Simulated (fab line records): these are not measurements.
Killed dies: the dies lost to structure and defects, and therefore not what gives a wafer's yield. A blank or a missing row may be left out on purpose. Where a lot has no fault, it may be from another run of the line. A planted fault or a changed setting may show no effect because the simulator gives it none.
Which tool did it? || flow n5-finfet || 12 lots with 36 wafers sampled at 4 steps, on a route of 1938 steps

WHAT THE GAUGES READ, wafer by wafer
N5_BEOL_M7_OVL_MEAS_29.
{"lot": "L075", "measured": "day 9 05:59", "on": "overlay-02", "V6_OVL (nm)": "-0.3 -0.6 -0.3"}
{"lot": "L077", "measured": "day 9 11:42", "on": "overlay-01", "V6_OVL (nm)": "0.7 -0.4 -0.4"}
{"lot": "L079", "measured": "day 10 04:25", "on": "overlay-01", "V6_OVL (nm)": "-1.3 1.3 0.1"}
{"lot": "L081", "measured": "day 10 18:32", "on": "overlay-01", "V6_OVL (nm)": "-0.6 -1.1 -0.8"}
{"lot": "L083", "measured": "day 11 01:50", "on": "overlay-01", "V6_OVL (nm)": "0.1 -0.1 -0.1"}
{"lot": "L084", "measured": "day 11 04:01", "on": "overlay-01", "V6_OVL (nm)": "-0.1 -0.7 0.3"}
{"lot": "L087", "measured": "day 12 14:55", "on": "overlay-01", "V6_OVL (nm)": "0.1 0.7 -0.1"}
{"lot": "L088", "measured": "day 13 02:26", "on": "overlay-01", "V6_OVL (nm)": "-0.3 -0.1 -0.9"}
{"lot": "L090", "measured": "day 13 23:44", "on": "overlay-02", "V6_OVL (nm)": "0.0 -0.3 -0.9"}
{"lot": "L093", "measured": "day 15 04:44", "on": "overlay-02", "V6_OVL (nm)": "-0.7 -1.1 -0.2"}
{"lot": "L094", "measured": "day 15 08:08", "on": "overlay-02", "V6_OVL (nm)": "-0.3 -0.4 0.2"}
{"lot": "L095", "measured": "day 16 19:01", "on": "overlay-01", "V6_OVL (nm)": "0.1 -0.1 1.0"}

WHICH TOOL RAN EACH LOT (tool, then ch and the chambers of the sampled wafers, then the start)
{"lot": "L075", "N5_BEOL_M6_VIA_ETCH_34": "rie-diel-03 ch 1,2, day 8 22:44", "N5_BEOL_M6_PRE_CLEAN_45": "pvd-sputter-02, day 8 23:35", "N5_BEOL_M7_ILD_DEP_00": "pecvd-02 ch 1,2, day 9 02:55"}
{"lot": "L077", "N5_BEOL_M6_VIA_ETCH_34": "rie-diel-03 ch 0,2, day 9 04:13", "N5_BEOL_M6_PRE_CLEAN_45": "pvd-sputter-02, day 9 05:15", "N5_BEOL_M7_ILD_DEP_00": "pecvd-03 ch 0,1, day 9 07:05"}
{"lot": "L079", "N5_BEOL_M6_VIA_ETCH_34": "rie-diel-05 ch 0,1,2, day 9 20:38", "N5_BEOL_M6_PRE_CLEAN_45": "pvd-sputter-01, day 9 21:33", "N5_BEOL_M7_ILD_DEP_00": "pecvd-03 ch 0,1,2, day 10 00:07"}
{"lot": "L081", "N5_BEOL_M6_VIA_ETCH_34": "rie-diel-05 ch 2,3, day 10 10:02", "N5_BEOL_M6_PRE_CLEAN_45": "pvd-sputter-02, day 10 11:25", "N5_BEOL_M7_ILD_DEP_00": "pecvd-03 ch 0,1,2, day 10 13:08"}
{"lot": "L083", "N5_BEOL_M6_VIA_ETCH_34": "rie-diel-05 ch 1,3, day 10 19:17", "N5_BEOL_M6_PRE_CLEAN_45": "pvd-sputter-01, day 10 20:16", "N5_BEOL_M7_ILD_DEP_00": "pecvd-02 ch 0,2, day 10 22:19"}
{"lot": "L084", "N5_BEOL_M6_VIA_ETCH_34": "rie-diel-05 ch 2,3, day 10 21:23", "N5_BEOL_M6_PRE_CLEAN_45": "pvd-sputter-03, day 10 22:32", "N5_BEOL_M7_ILD_DEP_00": "pecvd-04 ch 0,1,2, day 11 00:32"}
{"lot": "L087", "N5_BEOL_M6_VIA_ETCH_34": "rie-diel-01 ch 2,3, day 12 05:09", "N5_BEOL_M6_PRE_CLEAN_45": "pvd-sputter-03, day 12 06:01", "N5_BEOL_M7_ILD_DEP_00": "pecvd-02 ch 0,1, day 12 09:01"}
{"lot": "L088", "N5_BEOL_M6_VIA_ETCH_34": "rie-diel-03 ch 0,1,3, day 12 17:32", "N5_BEOL_M6_PRE_CLEAN_45": "pvd-sputter-03, day 12 18:20", "N5_BEOL_M7_ILD_DEP_00": "pecvd-04 ch 0,1,2, day 12 21:38"}
{"lot": "L090", "N5_BEOL_M6_VIA_ETCH_34": "rie-diel-05 ch 0,1, day 13 17:55", "N5_BEOL_M6_PRE_CLEAN_45": "pvd-sputter-02, day 13 18:55", "N5_BEOL_M7_ILD_DEP_00": "pecvd-04 ch 0,2, day 13 20:49"}
{"lot": "L093", "N5_BEOL_M6_VIA_ETCH_34": "rie-diel-01 ch 1,2, day 14 22:42", "N5_BEOL_M6_PRE_CLEAN_45": "pvd-sputter-03, day 14 23:53", "N5_BEOL_M7_ILD_DEP_00": "pecvd-04 ch 1,2, day 15 01:30"}
{"lot": "L094", "N5_BEOL_M6_VIA_ETCH_34": "rie-diel-03 ch 0,3, day 14 23:15", "N5_BEOL_M6_PRE_CLEAN_45": "pvd-sputter-03, day 15 00:29", "N5_BEOL_M7_ILD_DEP_00": "pecvd-02 ch 0,2, day 15 04:11"}
{"lot": "L095", "N5_BEOL_M6_VIA_ETCH_34": "rie-diel-05 ch 0,1, day 16 03:11", "N5_BEOL_M6_PRE_CLEAN_45": "pvd-sputter-02, day 16 05:49", "N5_BEOL_M7_ILD_DEP_00": "pecvd-02 ch 0,1,2, day 16 07:31"}
- N5_BEOL_M6_VIA_ETCH_34: etches SiCOH lowk in C4F6/O2, target depth 126.3 nm, time 50.9 s.
- N5_BEOL_M6_PRE_CLEAN_45: time 30 s.
- N5_BEOL_M7_ILD_DEP_00: deposits SiCOH lowk from DEMS/porogen, target thk 179.75 nm, time 33.4 s.

THE ANSWER, worked out from the rows above alone
Rule: the usual values come from the lots themselves. The widest of any qualifying gaps counts: lots, ordered by their means at a reading, are off when they make up no more than a third of the lots, leave a main group of 4 or more, and stand apart from it by 3 or more times the standard deviation of that group's means. The tables above print the reading to a certain number of digits; a main group whose means all agree to those digits is not used. A lot without any number at a reading at which 4 lots or more have one is off too. Any other lot the step has rows for is counted as sound.
None of the lots is off at any reading shown; this tells nothing.

WHAT THE SIMULATOR HAD PUT IN
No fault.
